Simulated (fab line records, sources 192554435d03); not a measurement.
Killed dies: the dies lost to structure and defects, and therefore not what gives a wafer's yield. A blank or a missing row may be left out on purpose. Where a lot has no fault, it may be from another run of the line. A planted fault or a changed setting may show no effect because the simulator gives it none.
Split-lot experiment || flow n5-finfet || 21 wafers read from 7 lots, route of 1938 steps

== SPLIT DETAILS ==
At N5_BEOL_M11_COAT_59 (time 60 s, resist thk 100 nm), the setting spin-rpm was moved away from the recipe's 1500 rpm on 7 of the 21 wafers read, by -10.8% to +4.0%. All remaining wafers had this setting at the recipe value.

== FROM THE SPLIT TO THE READING: what the file shows between them, 7 steps ==
- N5_BEOL_M11_COAT_60: time 60 s, resist thk 30 nm
- N5_BEOL_M11_COAT_05: resist thk 90 nm
- N5_BEOL_M11_DESCUM_16: chemistry O2, time 7.9 s
- N5_BEOL_M11_ETCH_61: etches SiARC in CF4, target depth 39 nm, time 65 s
- N5_BEOL_M11_ETCH_62: etches SOC in N2/H2, target depth 110 nm, overetch 22 nm, time 165 s
- N5_BEOL_M11_STRIP_68: strips in N2/H2
- N5_BEOL_M11_STRIP_67: strips in CF4

== THE READING ==
SOC_of_BEOL_M11_COAT_59.thk-nm (the simulator's own value, which no gauge read), in nm, at N5_BEOL_M11_HM_OPEN_17 (chemistry Cl2/BCl3, target TiN, target depth 20 nm, overetch 6 nm). No usual value for it is given in the file. Across the 14 wafers here that went through the recipe, the average is 92.5 nm and the standard deviation 0.35 nm.

{"wafer": "L076.1", "tool, chamber at the split": "litho-track-01, 0", "spin-rpm as run, rpm": 1500, "against the recipe": "recipe", "SOC_of_BEOL_M11_COAT_59.thk-nm, nm": 93, "against lot-mates on the recipe": "-"}
{"wafer": "L076.2", "tool, chamber at the split": "litho-track-01, 0", "spin-rpm as run, rpm": 1560, "against the recipe": "+4.0%", "SOC_of_BEOL_M11_COAT_59.thk-nm, nm": 91, "against lot-mates on the recipe": -2.0}
{"wafer": "L076.5", "tool, chamber at the split": "litho-track-01, 0", "spin-rpm as run, rpm": 1560, "against the recipe": "+4.0%", "SOC_of_BEOL_M11_COAT_59.thk-nm, nm": 90.8, "against lot-mates on the recipe": -2.2}
{"wafer": "L077.3", "tool, chamber at the split": "litho-track-04, 0", "spin-rpm as run, rpm": 1500, "against the recipe": "recipe", "SOC_of_BEOL_M11_COAT_59.thk-nm, nm": 92.6, "against lot-mates on the recipe": "-"}
{"wafer": "L077.4", "tool, chamber at the split": "litho-track-04, 0", "spin-rpm as run, rpm": 1500, "against the recipe": "recipe", "SOC_of_BEOL_M11_COAT_59.thk-nm, nm": 92.6, "against lot-mates on the recipe": "-"}
{"wafer": "L077.6", "tool, chamber at the split": "litho-track-04, 0", "spin-rpm as run, rpm": 1500, "against the recipe": "recipe", "SOC_of_BEOL_M11_COAT_59.thk-nm, nm": 93, "against lot-mates on the recipe": "-"}
{"wafer": "L082.2", "tool, chamber at the split": "litho-track-03, 0", "spin-rpm as run, rpm": 1500, "against the recipe": "recipe", "SOC_of_BEOL_M11_COAT_59.thk-nm, nm": 92.4, "against lot-mates on the recipe": "-"}
{"wafer": "L082.4", "tool, chamber at the split": "litho-track-03, 0", "spin-rpm as run, rpm": 1500, "against the recipe": "recipe", "SOC_of_BEOL_M11_COAT_59.thk-nm, nm": 92.2, "against lot-mates on the recipe": "-"}
{"wafer": "L082.5", "tool, chamber at the split": "litho-track-03, 0", "spin-rpm as run, rpm": 1338, "against the recipe": "-10.8%", "SOC_of_BEOL_M11_COAT_59.thk-nm, nm": 98.2, "against lot-mates on the recipe": "+5.9"}
{"wafer": "L085.1", "tool, chamber at the split": "litho-track-04, 0", "spin-rpm as run, rpm": 1367, "against the recipe": "-8.9%", "SOC_of_BEOL_M11_COAT_59.thk-nm, nm": 96.6, "against lot-mates on the recipe": "+4.6"}
{"wafer": "L085.4", "tool, chamber at the split": "litho-track-04, 0", "spin-rpm as run, rpm": 1367, "against the recipe": "-8.9%", "SOC_of_BEOL_M11_COAT_59.thk-nm, nm": 96.8, "against lot-mates on the recipe": "+4.8"}
{"wafer": "L085.5", "tool, chamber at the split": "litho-track-04, 0", "spin-rpm as run, rpm": 1500, "against the recipe": "recipe", "SOC_of_BEOL_M11_COAT_59.thk-nm, nm": 92, "against lot-mates on the recipe": "-"}
{"wafer": "L084.1", "tool, chamber at the split": "litho-track-01, 0", "spin-rpm as run, rpm": 1500, "against the recipe": "recipe", "SOC_of_BEOL_M11_COAT_59.thk-nm, nm": 92.8, "against lot-mates on the recipe": "-"}
{"wafer": "L084.3", "tool, chamber at the split": "litho-track-01, 0", "spin-rpm as run, rpm": 1362, "against the recipe": "-9.2%", "SOC_of_BEOL_M11_COAT_59.thk-nm, nm": 97.6, "against lot-mates on the recipe": "+4.8"}
{"wafer": "L084.4", "tool, chamber at the split": "litho-track-01, 0", "spin-rpm as run, rpm": 1362, "against the recipe": "-9.2%", "SOC_of_BEOL_M11_COAT_59.thk-nm, nm": 97.6, "against lot-mates on the recipe": "+4.8"}
{"wafer": "L097.1", "tool, chamber at the split": "litho-track-03, 0", "spin-rpm as run, rpm": 1500, "against the recipe": "recipe", "SOC_of_BEOL_M11_COAT_59.thk-nm, nm": 92.6, "against lot-mates on the recipe": "-"}
{"wafer": "L097.3", "tool, chamber at the split": "litho-track-03, 0", "spin-rpm as run, rpm": 1500, "against the recipe": "recipe", "SOC_of_BEOL_M11_COAT_59.thk-nm, nm": 92.8, "against lot-mates on the recipe": "-"}
{"wafer": "L097.4", "tool, chamber at the split": "litho-track-03, 0", "spin-rpm as run, rpm": 1500, "against the recipe": "recipe", "SOC_of_BEOL_M11_COAT_59.thk-nm, nm": 92.2, "against lot-mates on the recipe": "-"}
{"wafer": "L096.2", "tool, chamber at the split": "litho-track-01, 0", "spin-rpm as run, rpm": 1500, "against the recipe": "recipe", "SOC_of_BEOL_M11_COAT_59.thk-nm, nm": 92, "against lot-mates on the recipe": "-"}
{"wafer": "L096.6", "tool, chamber at the split": "litho-track-01, 0", "spin-rpm as run, rpm": 1500, "against the recipe": "recipe", "SOC_of_BEOL_M11_COAT_59.thk-nm, nm": 92, "against lot-mates on the recipe": "-"}
{"wafer": "L096.5", "tool, chamber at the split": "litho-track-01, 0", "spin-rpm as run, rpm": 1500, "against the recipe": "recipe", "SOC_of_BEOL_M11_COAT_59.thk-nm, nm": 92.2, "against lot-mates on the recipe": "-"}

FIT RESULTS
A straight line over all 21 wafers: SOC_of_BEOL_M11_COAT_59.thk-nm changes by -0.508 nm for each +1% of spin-rpm; r = -0.99; the points scatter about the line by 0.38 nm.
The same after taking each lot's own level away (the mean of its wafers on the recipe; 21 wafers): -0.531 nm for each +1%; r = -1.00; scatter 0.15 nm.
Per that fit: largest spin-rpm move, reading shift of 5.7 nm.
Across the lots, their own levels run from 92.00 to 93.00 nm, a range of 2.9 times the standard deviation given above.
The two slopes are in agreement: the lot-to-lot level therefore moves the slope only a little.
Check: with one of the wafers moved furthest among these (-10.8%) left out of the fit, the line predicts +5.68 nm for it against its lot-mates. Against them it came out at +5.9 nm.

== OTHER SPLITS ON THESE WAFERS ==
These wafers also went through other splits before the reading. Each is held against what the fit with the lots' levels taken away leaves over:
{"other split on the same wafers": "N5_BEOL_M10_COAT_64 spin-rpm", "wafers away from the commonest value": 8, "r with SOC_of_BEOL_M11_COAT_59.thk-nm (lot level and that fit taken away)": -0.04}
{"other split on the same wafers": "N5_BEOL_M11_PECVD_70 temp-c", "wafers away from the commonest value": 10, "r with SOC_of_BEOL_M11_COAT_59.thk-nm (lot level and that fit taken away)": "+0.09"}

== THE WHOLE CHAIN: every reading that the file lists as answering this split, in the file's order ==
{"step": "N5_BEOL_M11_COAT_59", "what it does": "time 60 s, resist thk 100 nm", "reading": "SOC_of_BEOL_M11_COAT_59.thk-nm (the simulator's own value, which no gauge read)", "change (the file's fit)": "-0.538 nm for each +1% of the setting", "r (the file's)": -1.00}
{"step": "N5_BEOL_M11_ETCH_62", "what it does": "etches SOC in N2/H2, target depth 110 nm, overetch 22 nm, time 165 s", "reading": "etch.depth-nm (the simulator's own value, which no gauge read)", "change (the file's fit)": "-0.536 nm for each +1% of the setting", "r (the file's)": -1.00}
{"step": "N5_BEOL_M11_HM_OPEN_17", "what it does": "chemistry Cl2/BCl3, target TiN, target depth 20 nm, overetch 6 nm", "reading": "SOC_of_BEOL_M11_COAT_59.thk-nm (the simulator's own value, which no gauge read)", "change (the file's fit)": "-0.534 nm for each +1% of the setting", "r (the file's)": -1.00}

== FILE'S OWN FIT ==
SOC_of_BEOL_M11_COAT_59.thk-nm changes by -0.534 nm for each +1% of spin-rpm, r = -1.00.
